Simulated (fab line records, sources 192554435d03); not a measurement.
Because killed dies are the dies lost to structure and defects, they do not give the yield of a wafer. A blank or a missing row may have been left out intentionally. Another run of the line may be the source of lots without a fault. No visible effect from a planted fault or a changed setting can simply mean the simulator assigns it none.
Lot-split experiment    flow n5_finfet    21 wafers read across 7 lots, on a route 1938 steps long

== ABOUT THE SPLIT ==
At N5_BEOL_M1_VIA_ETCH_34 (etches the open film in C4F6/O2, target depth 67.8 nm, time 64.4 s), the setting time_s was moved away from the recipe's 64.4 s on 8 of the 21 wafers read, by +5.8% to +21.6%. This setting was run at the recipe's value on the other wafers.

The split's own step is where the reading is taken.

== THE READING ==
SOC_of_BEOL_M1_COAT_67.thk_nm (the simulator's own value, which no gauge read), in nm, at N5_BEOL_M1_VIA_ETCH_34 (etches the open film in C4F6/O2, target depth 67.8 nm, time 64.4 s). There is no usual value for it anywhere in the file. Average 52.2 nm, standard deviation 0.33 nm, over the 13 wafers here run with the recipe.

wafer   tool, chamber at the split  time_s as run, s  against the recipe  SOC_of_BEOL_M1_COAT_67.thk_nm, nm  against lot-mates on the recipe
L074.2  rie_diel-04, 3              64.4              recipe              51.8                               -
L074.4  rie_diel-04, 0              64.4              recipe              52                                 -
L074.5  rie_diel-04, 3              64.4              recipe              51.6                               -
L080.2  rie_diel-04, 0              64.4              recipe              52.6                               -
L080.3  rie_diel-04, 1              64.4              recipe              52.6                               -
L080.6  rie_diel-04, 1              72.24             +12.2%              51.8                               -0.8
L083.2  rie_diel-06, 2              64.4              recipe              52.4                               -
L083.5  rie_diel-06, 0              64.4              recipe              52.2                               -
L083.6  rie_diel-06, 2              68.71             +6.7%               52                                 -0.3
L084.1  rie_diel-02, 2              69.89             +8.5%               51.6                               no lot-mate on the recipe
L084.2  rie_diel-02, 3              69.89             +8.5%               51.4                               no lot-mate on the recipe
L084.3  rie_diel-02, 0              69.89             +8.5%               51.8                               no lot-mate on the recipe
L087.2  rie_diel-04, 0              64.4              recipe              51.8                               -
L087.4  rie_diel-04, 0              68.15             +5.8%               51.6                               -0.2
L087.5  rie_diel-04, 1              68.15             +5.8%               51.8                               +0.0
L092.2  rie_diel-02, 1              64.4              recipe              52.4                               -
L092.4  rie_diel-02, 0              64.4              recipe              52.6                               -
L092.6  rie_diel-02, 1              64.4              recipe              52.6                               -
L094.1  rie_diel-02, 0              64.4              recipe              52.4                               -
L094.4  rie_diel-02, 2              64.4              recipe              52.2                               -
L094.5  rie_diel-02, 3              78.28             +21.6%              50.2                               -2.1

FIT RESULTS
A straight line over all 21 wafers: SOC_of_BEOL_M1_COAT_67.thk_nm changes by -0.0804 nm for each +1% of time_s; r = -0.82; the points scatter about the line by 0.33 nm.
The same after taking each lot's own level away (the mean of its wafers on the recipe; 18 wafers): -0.0841 nm for each +1%; r = -0.93; scatter 0.2 nm.
Per that fit: largest time_s move, reading shift of 1.8 nm.
The lots' own levels span 51.80 to 52.60 nm, that is 2.4 times the standard deviation above.
So the lot-to-lot level changes the slope little: the two slopes agree.
Check: for one of the wafers moved furthest among these (+21.6%), held out of the fit, the line's prediction against its lot-mates is -1.09 nm. It came out at -2.1 nm against them.

== THE OTHER SPLITS THESE WAFERS WENT THROUGH ==
These wafers also went through other splits before the reading. Each is held against what the fit with the lots' levels taken away leaves over:
other split on the same wafers          wafers away from the commonest value  r with SOC_of_BEOL_M1_COAT_67.thk_nm (lot level and that fit taken away)
N5_HKMG_FIN_EXPOSE_09 dose_mj           8                                     +0.01
N5_HKMG_FIN_ETCH_32 source_w            9                                     +0.04
N5_MOL_CONTACT_COAG_ALD_27 ald_cycles   5                                     -0.41
N5_MOL_CONTACT_COAG_COAT_76 spin_rpm    7                                     +0.10
N5_MOL_CONTACT_COAG_ALD_133 ald_cycles  8                                     +0.21
N5_BEOL_M0_SAQP_ETCH_107 bias_w         8                                     -0.09
N5_BEOL_M0_SAQP_COAT_87 spin_rpm        9                                     +0.27
N5_BEOL_M0_CUTY_EXPOSE_54 dose_mj       9                                     -0.26
N5_BEOL_M0_CUTY_DESCUM_61 time_s        7                                     -0.02

== THE WHOLE CHAIN: every reading that the file lists as answering this split, in the file's order ==
step                    what it does                                                        reading                                                                         change (the file's fit)                 r (the file's)
N5_BEOL_M1_VIA_ETCH_34  etches the open film in C4F6/O2, target depth 67.8 nm, time 64.4 s  etch.depth_nm (the simulator's own value, which no gauge read)                  +0.676 nm for each +1% of the setting   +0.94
N5_BEOL_M1_VIA_ETCH_34  etches the open film in C4F6/O2, target depth 67.8 nm, time 64.4 s  SOC_of_BEOL_M1_COAT_67.thk_nm (the simulator's own value, which no gauge read)  -0.0833 nm for each +1% of the setting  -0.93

== FILE'S OWN FIT ==
SOC_of_BEOL_M1_COAT_67.thk_nm changes by -0.0833 nm for each +1% of time_s, r = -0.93.
